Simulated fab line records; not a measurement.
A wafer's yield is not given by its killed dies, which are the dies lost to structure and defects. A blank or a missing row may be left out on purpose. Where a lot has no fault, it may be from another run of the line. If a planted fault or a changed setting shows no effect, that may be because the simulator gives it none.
Struck lot and sound lot, side by side + flow n5-finfet + 41 out of 1938 route steps
Sound: these wafers, L851.2, L851.4, L851.5. Struck: wafer L865.3 (L865.1, L865.2, from the same lot, were not struck and are left out); the cause is given at the end.
Per side, at each step with rows, come the tool, then ch with its chambers, and then its first start. Under that, the readings that differ: sound wafers + struck wafers + difference of the means + sigmas: that difference in standard deviations of wafers without a fault.
alike: words and numbers the same on both sides, and readings whose means are apart by under 2 such deviations; not compared: readings that were withheld, readings missing a value for some wafer, numbers with overlapping values and no deviation given by the record, and bounds like >300 which may hide the same value.
The two part at a step that has a row with sigmas, a row that says differs or no value, or rows on one side only. Numbers that have no deviation but don't overlap get no sigmas and don't part them. A reading missing from all wafers of one side parts the sides only when that side holds two or more wafers.

first, 9 steps without rows for these wafers: N5_BEOL_M5_DESCUM_33 (chemistry O2, time 7 s); N5_BEOL_M5_ETCH_75 (etches underlayer in N2/H2, target depth 6.5 nm, time 5.2 s); N5_BEOL_M5_ETCH_67 (etches SiARC in CF4, target depth 15.6 nm, time 26 s); N5_BEOL_M5_ETCH_68 (etches SOC in N2/H2, target depth 80 nm, overetch 16 nm, time 120 s); N5_BEOL_M5_STRIP_69 (strips in N2/H2); N5_BEOL_M5_STRIP_76 (strips in N2/H2); N5_BEOL_M5_VIA_ETCH_34 (etches SiCOH lowk in C4F6/O2, target depth 88.3 nm, time 39.2 s); N5_BEOL_M5_STRIP_85 (strips in C4F6/O2); N5_BEOL_M5_STRIP_36 (strips in N2/H2).
N5_BEOL_M5_TRENCH_ETCH_37: etches SiCOH lowk in C4F6/O2, target depth 71.652 nm, time 24.7 s.
  sound on rie-diel-06 ch 0,2,3, day 12 03:40; struck on rie-diel-06 ch 0, day 15 01:33
| reading                             | sound            | struck | difference | sigmas |
|-------------------------------------|------------------|--------|------------|--------|
| run-length-s (s)                    | 47.4 48.6 48.0   | 45.2   | -2.8       | -6     |
| model.etch.depth-nm (nm)            | 71.5 72.53 69.48 | 61.92  | -9.25      |        |
| model.BEOL_M5.feature-depth-nm (nm) | 71.6 72.6 69.4   | 62     | -9         |        |
  alike: drypump-motor-current-A, oes_f_703_au, oes_o_777_au, oes-product-au, rf-vpp-V, showerhead-plenum-p-Torr, throttle-valve-pct
  not compared: rf-hours-counter-h
then, 2 steps without rows for these wafers: N5_BEOL_M5_ETCH_41 (etches SiCN in CH3F/O2, target depth 31.5 nm, time 56.7 s); N5_BEOL_M5_STRIP_91 (strips in N2/H2, time 10 s).
N5_BEOL_M5_OCD_MEAS_38:
  sound on ocd-02, day 12 03:49; struck on ocd-02, day 15 01:42
| reading              | sound          | struck | difference | sigmas |
|----------------------|----------------|--------|------------|--------|
| trench-depth-nm (nm) | 71.3 72.8 69.4 | 61.9   | -9.3       | -5     |
then, 21 steps without rows for these wafers: N5_BEOL_M5_HM_STRIP_39 (strips TiN in peroxide tin strip, target depth 25 nm, time 158 s); N5_BEOL_M5_SRD_40 (time 30 s); N5_BEOL_M5_PRECLEAN_42 (cleans in residue remover, time 60 s); N5_BEOL_M5_SRD_43 (time 30 s); N5_BEOL_M5_CURE_80 (cures SiCOH lowk, time 120 s); N5_BEOL_M5_DEGAS_44 (time 60 s); N5_BEOL_M5_PRE_CLEAN_45 (time 30 s); N5_BEOL_M5_ALD_86 (deposits TaN, pulse time 2 s, purge time 3 s, co reactant purge time 2 s); N5_BEOL_M5_SURFACE_TREAT_87; N5_BEOL_M5_CVD_47 (deposits Co from CCTBA/H2, target thk 3 nm, time 216 s); N5_BEOL_M5_SPUTTER_48 (material Cu, target thk 15 nm, time 27.62 s); N5_BEOL_M5_ANNEAL_49 (time 1800 s); N5_BEOL_M5_SPUTTER_81 (material Cu, target thk 15 nm, time 27.62 s); N5_BEOL_M5_ANNEAL_82 (time 1800 s); N5_BEOL_M5_SPUTTER_83 (material Cu, target thk 15 nm, time 27.62 s); N5_BEOL_M5_ANNEAL_84 (time 1800 s); N5_BEOL_M5_SPUTTER_88 (material Cu, target thk 15 nm, time 27.62 s); N5_BEOL_M5_ANNEAL_89 (time 1800 s); N5_BEOL_M5_SPUTTER_90 (material Cu, target thk 4.5 nm, time 8.29 s); N5_BEOL_M5_ECD_50 (material Cu, target thk 300 nm); N5_BEOL_M5_ANNEAL_51 (time 90 s).
N5_BEOL_M5_CMP_52: polishes, stops on SiCOH lowk, t overpolish 6.9 s, target thk 62 nm.
  sound on cmp-04 ch 2,3, day 12 10:19; struck on cmp-02 ch 3, day 15 08:32
| reading                                | sound        | struck | difference | sigmas |
|----------------------------------------|--------------|--------|------------|--------|
| time-to-endpoint-s (s)                 | 64 68 64     | 53     | -12        | -3     |
| model.Cu_of_BEOL_M5_ECD_50.thk-nm (nm) | 62 64.2 60.4 | 51     | -11        |        |
  alike: barrier-field-endpoint-s, motor-current-A, overpolish-run-s
  not compared: pad-life-wafers
N5_BEOL_M5_THK_MEAS_53: measures by xrf.
  sound on film-metro-02, day 12 10:37; struck on film-metro-02, day 15 08:49
| reading     | sound          | struck | difference | sigmas |
|-------------|----------------|--------|------------|--------|
| M5_THK (nm) | 61.6 63.9 60.4 | 50.8   | -11.2      | -5     |
then, 2 steps without rows for these wafers: N5_BEOL_M5_PRE_CLEAN_77 (time 15 s); N5_BEOL_M5_CO_CAP_78 (material Co, precursor CCTBA/H2, target thk 2 nm, time 102.1 s).
N5_BEOL_M5_RS_MEAS_57: a four-point-probe measurement.
  sound on film-metro-01, day 12 10:52; struck on film-metro-02, day 15 09:08
| reading        | sound             | struck | difference | sigmas |
|----------------|-------------------|--------|------------|--------|
| M5_RS (ohm/sq) | 0.387 0.370 0.400 | 0.489  | +0.103     | +6     |
-- the record jumps here: 4 days lie between the struck wafers' starts before and after (it left off in module BEOL_M5 and takes up again in module BEOL_M15, whose first step shown is number 1830 of the route) --
N5_BEOL_M15_RC_MEAS_101:
  sound on prober-01 ch 0, day 15 11:07; struck on prober-02 ch 0, day 19 04:59
| reading                   | sound          | struck | difference | sigmas |
|---------------------------|----------------|--------|------------|--------|
| SERP_M11 (ohm/um)         | 3.04 3.08 3.04 | 3.30   | +0.25      | +2     |
| SERP_M5 (ohm/um)          | 40.6 38.2 41.9 | 50.2   | +10.0      | +4     |
| SERP_M5_max_site (ohm/um) | 41.8 40.5 43.0 | 51.4   | +9.6       | +4     |
  alike: COMB_M10, COMB_M11, COMB_M12, COMB_M13, COMB_M14, COMB_M15, COMB_M15_max_site, COMB_M5, COMB_M6, COMB_M7, COMB_M8, COMB_M9, SERP_M10, SERP_M10_max_site, SERP_M12, SERP_M13, SERP_M14, SERP_M6, SERP_M7, SERP_M8, SERP_M9
N5_PASSIVATION_PROBE_49:
  only the struck wafers here have rows in the record (prober-02, day 20 04:08); the sound ones have none

WHERE THEY PART
Earliest at N5_BEOL_M5_TRENCH_ETCH_37; latest, in this record, at N5_PASSIVATION_PROBE_49.

WHY: what the simulator had put in
rie-diel-06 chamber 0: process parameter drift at N5_BEOL_M5_TRENCH_ETCH_37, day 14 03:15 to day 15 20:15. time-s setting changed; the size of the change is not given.
